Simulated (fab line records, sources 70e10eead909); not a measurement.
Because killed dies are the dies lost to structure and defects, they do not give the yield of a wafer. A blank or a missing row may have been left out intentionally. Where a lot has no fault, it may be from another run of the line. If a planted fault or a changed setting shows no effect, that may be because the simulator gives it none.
Struck lot and sound lot, side by side :: flow nand_harc :: 15 out of 1302 route steps
Sound: the wafers L850.2, L850.5, L850.6. Struck: wafer L849.1. (L849.3, L849.5 of the same lot were not struck and are left out.) The cause comes at the end.
Order at every step that has rows: each side's tool, ch and its chambers, its first start. Under that, the readings that differ: sound wafers :: struck wafers :: difference of the means :: sigmas: that difference in standard deviations of wafers without a fault.
alike: same words and numbers on both sides, and readings whose means sit less than 2 such deviations apart. not compared: any withheld reading, any reading some wafer has no value for, any bound like >300 that may hide the same value, and any number with overlapping values for which the record gives no deviation.
A row with sigmas, a row that says differs or no value, or rows on one side alone: a step with any of these is where the two part. Non-overlapping numbers with no deviation appear without sigmas and do not part them. A reading missing from all wafers of one side parts the sides only when that side holds two or more wafers.

first, 1 step without rows for these wafers: NHARC_A_CONTACT_ETCH_118 (etches the open film in C4F8/O2/Ar, time 190 s, target depth 1850 nm).
NHARC_A_CONTACT_ETCH_119: etches the open film in C4F8/O2/Ar, time 190 s, target depth 1850 nm.
  sound on har_cap_etch-03 ch 0,1, day 26 12:01; struck on har_cap_etch-01 ch 1, day 26 13:13
  alike: chamber_pressure_mTorr
  not compared: rf_hours_counter_h
NHARC_A_CONTACT_ETCH_120: etches the open film in C4F8/O2/Ar, time 190 s, target depth 1850 nm.
  sound on har_cap_etch-03 ch 0,1, day 26 12:14; struck on har_cap_etch-01 ch 1, day 26 13:23
  alike: chamber_pressure_mTorr
  not compared: rf_hours_counter_h
then, 3 steps without rows for these wafers: NHARC_A_CONTACT_ETCH_121 (etches the open film in C4F8/O2/Ar, time 190 s, target depth 1850 nm); NHARC_A_CONTACT_ETCH_122 (etches the open film in C4F8/O2/Ar, time 190 s, target depth 1850 nm); NHARC_A_CONTACT_ETCH_123 (etches the open film in C4F8/O2/Ar, time 490 s, target depth 2110 nm).
NHARC_A_CONTACT_ETCH_90: etches the open film in CH3F/O2, target depth 40 nm, time 85.7 s.
  sound on rie_diel-13 ch 0,1, day 26 14:02; struck on rie_diel-09 ch 2, day 26 14:52
reading: drypump_motor_current_A (A)
sound: 5.3 5.0 5.3
struck: 6.2
difference: +1.0
sigmas: +2
  alike: chamber_pressure_mTorr, mfc_ar_sccm, oes_product_au, rf_vpp_V, showerhead_plenum_p_Torr, throttle_valve_pct
  not compared: rf_hours_counter_h
NHARC_A_CONTACT_ETCH_96: etches the open film in C4F6/O2, target depth 20 nm, time 10 s.
  sound on rie_diel-13 ch 2,3; struck on rie_diel-09 ch 2, day 26 15:00
  alike: chamber_pressure_mTorr, drypump_motor_current_A, mfc_ar_sccm, oes_product_au, rf_vpp_V, showerhead_plenum_p_Torr, throttle_valve_pct
  not compared: rf_hours_counter_h
NHARC_A_CONTACT_CD_MEAS_53:
  sound on cd_sem-01, day 26 14:19; struck on cd_sem-02, day 26 15:05
reading: cd_nm (nm)
sound: 286.9 287.5 287.3
struck: 290.4
difference: +3.2
sigmas: +4
then, 3 steps without rows for these wafers: NHARC_A_CONTACT_STRIP_99 (strips in N2/H2); NHARC_A_CONTACT_STRIP_100 (strips in CF4/CHF3); NHARC_A_CONTACT_STRIP_101 (strips in O2/COS).
NHARC_A_CONTACT_ETCH_102: etches the open film in CF4/O2, target depth 100 nm, overetch 10 nm, time 55 s.
  sound on rie_diel-13 ch 0,1,2, day 26 14:44; struck on rie_diel-03 ch 0, day 26 15:26
reading: mfc_ar_sccm (sccm)
sound: 0.021 0.017 0.032
struck: 0.002
difference: -0.021
sigmas: -2

reading: oes_product_au (a.u.)
sound: 1.002 0.992 0.996
struck: 0.942
difference: -0.055
sigmas: -6

reading: showerhead_plenum_p_Torr (Torr)
sound: 1.40 1.34 1.37
struck: 1.23
difference: -0.14
sigmas: -2
  alike: chamber_pressure_mTorr, drypump_motor_current_A, oes_ar_750_au, rf_vpp_V, throttle_valve_pct
  not compared: rf_hours_counter_h
NHARC_A_CONTACT_STRIP_55: strips in O2.
  sound on rie_diel-13 ch 0,2,3; struck on rie_diel-03 ch 0
reading: mfc_ar_sccm (sccm)
sound: 0.021 0.032 0.015
struck: 0.002
difference: -0.021
sigmas: -2
  alike: chamber_pressure_mTorr, drypump_motor_current_A, oes_product_au, rf_vpp_V, showerhead_plenum_p_Torr, throttle_valve_pct
  not compared: rf_hours_counter_h
-- jump in the record: it breaks off in module A_CONTACT and resumes in module END (first step shown: number 1302 of the route), and 3 days separate the struck wafers' starts before and after --
NHARC_END_SORT_01:
  at this point the record logs the struck wafers (prober-01 ch 0, day 29 10:55) and has no rows for the sound ones

== WHERE THEY PART ==
First at NHARC_A_CONTACT_ETCH_90; last, within this record, at NHARC_END_SORT_01.

WHY: whatever the simulator had introduced
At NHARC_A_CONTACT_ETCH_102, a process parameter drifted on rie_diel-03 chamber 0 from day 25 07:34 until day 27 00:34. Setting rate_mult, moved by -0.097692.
